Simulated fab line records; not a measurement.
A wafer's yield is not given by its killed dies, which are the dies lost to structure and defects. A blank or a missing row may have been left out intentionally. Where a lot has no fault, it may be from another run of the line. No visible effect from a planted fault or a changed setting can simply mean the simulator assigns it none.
A lot that was struck, set against a sound lot    flow nandHarc    14 out of 1302 route steps
Sound: wafers L807.2, L807.3, L807.6. Struck: wafers L808.3, L808.4, L808.6. The cause is named last.
Order at every step that has rows: each side's tool, ch and its chambers, its first start. Under that, the readings that differ: sound wafers    struck wafers    difference of the means    sigmas: that difference in standard deviations of wafers without a fault.
alike: readings with means less than 2 such deviations apart, plus words and numbers identical on both sides. not compared: withheld readings, readings lacking a value on some wafer, bounds such as >300 that could conceal the same value, and numbers that have no deviation in the record and whose values overlap.
A row with sigmas, a row that says differs or no value, or rows on one side alone: a step with any of these is where the two part. Numbers that don't overlap but have no deviation are shown without sigmas and don't part them. Lack of a reading on every wafer of one side parts them only where that side has two or more wafers.

NHARC_A_WL_FILL_STRIP_27: strips in N2/H2, time 20 s.
  sound on plasmaAsher-01 ch 0, day 20 18:55; struck on plasmaAsher-02 ch 0,1, day 21 13:25
reading                   sound        struck       difference  sigmas
drypumpMotorCurrentA (A)  5.1 5.1 5.1  6.1 6.0 6.2  +1.0        +2
  alike: heaterPowerW
  not compared: rfHoursCounterH
then, 4 steps without rows for these wafers: NHARC_A_WL_FILL_STRIP_28 (strips in post etch residue remover, time 1200 s); NHARC_A_WL_FILL_PRECLEAN_06 (cleans in DIW, time 300 s); NHARC_A_WL_FILL_SRD_07; NHARC_A_WL_FILL_ANNEAL_08 (time 1800 s).
NHARC_A_WL_FILL_ALD_10: deposits SiO2, target thk 50 nm, pulse time 10 s, ald cycles 500.
  sound on aldHk-02 ch 0,1, day 20 21:56; struck on aldHk-02 ch 0,3, day 21 18:40
  alike: heaterPowerW, precursorPulseHeightRel
then, 1 step without rows for these wafers: NHARC_A_WL_FILL_ETCHBACK_16 (etches the open film in C4F8/O2/Ar, target depth 120 nm, time 24 s).
NHARC_A_WL_FILL_STRIP_29: strips in O2, time 20 s.
  sound on rieDiel-04 ch 0,1, day 21 02:36; struck on rieDiel-02 ch 0,1,3, day 21 23:28
  alike: drypumpMotorCurrentA, oesProductAu, rfVppV, showerheadPlenumPTorr, throttleValvePct
  not compared: rfHoursCounterH
NHARC_A_WL_FILL_ETCHBACK_17: etches the open film in Cl2/BCl3, target depth 4 nm, time 26.7 s.
  sound on rieMetal-03 ch 0,1, day 21 02:41; struck on rieMetal-02 ch 0,1, day 21 23:37
  alike: drypumpMotorCurrentA, oesProductAu
  not compared: rfHoursCounterH
then, 2 steps without rows for these wafers: NHARC_A_WL_FILL_PRECLEAN_18 (cleans in dHF, time 30 s); NHARC_A_WL_FILL_SRD_21.
NHARC_A_WL_FILL_CVD_23: deposits poly-Si, target thk 40 nm, time 800 s.
  sound on lpcvdPoly-03 ch 0, day 21 07:10; struck on lpcvdPoly-02 ch 0, day 23 08:14
  alike: spikeTcBottomC
NHARC_A_WL_FILL_ETCHBACK_26: etches the open film in HBr, target depth 52 nm, time 13.3 s.
  sound on rieSi-03 ch 2,3, day 21 09:45; struck on rieSi-01 ch 1,3, day 23 10:49
  alike: drypumpMotorCurrentA, hbrFlowSccm, oesProductAu, rfFwdPowerW, throttleValvePct
  not compared: rfHoursCounterH
-- record jumps: 3 days between struck wafers' starts before vs after; left off in module A_WL_FILL, resumes in module END, first step shown is number 1302 of the route --
NHARC_END_SORT_01:
  the record has rows for the struck wafers here (prober-02 ch 0, day 26 22:36) and none for the sound ones

## WHERE THEY PART
At NHARC_A_WL_FILL_STRIP_27 first; at NHARC_END_SORT_01 last (within this record only).

WHY: whatever the simulator had introduced
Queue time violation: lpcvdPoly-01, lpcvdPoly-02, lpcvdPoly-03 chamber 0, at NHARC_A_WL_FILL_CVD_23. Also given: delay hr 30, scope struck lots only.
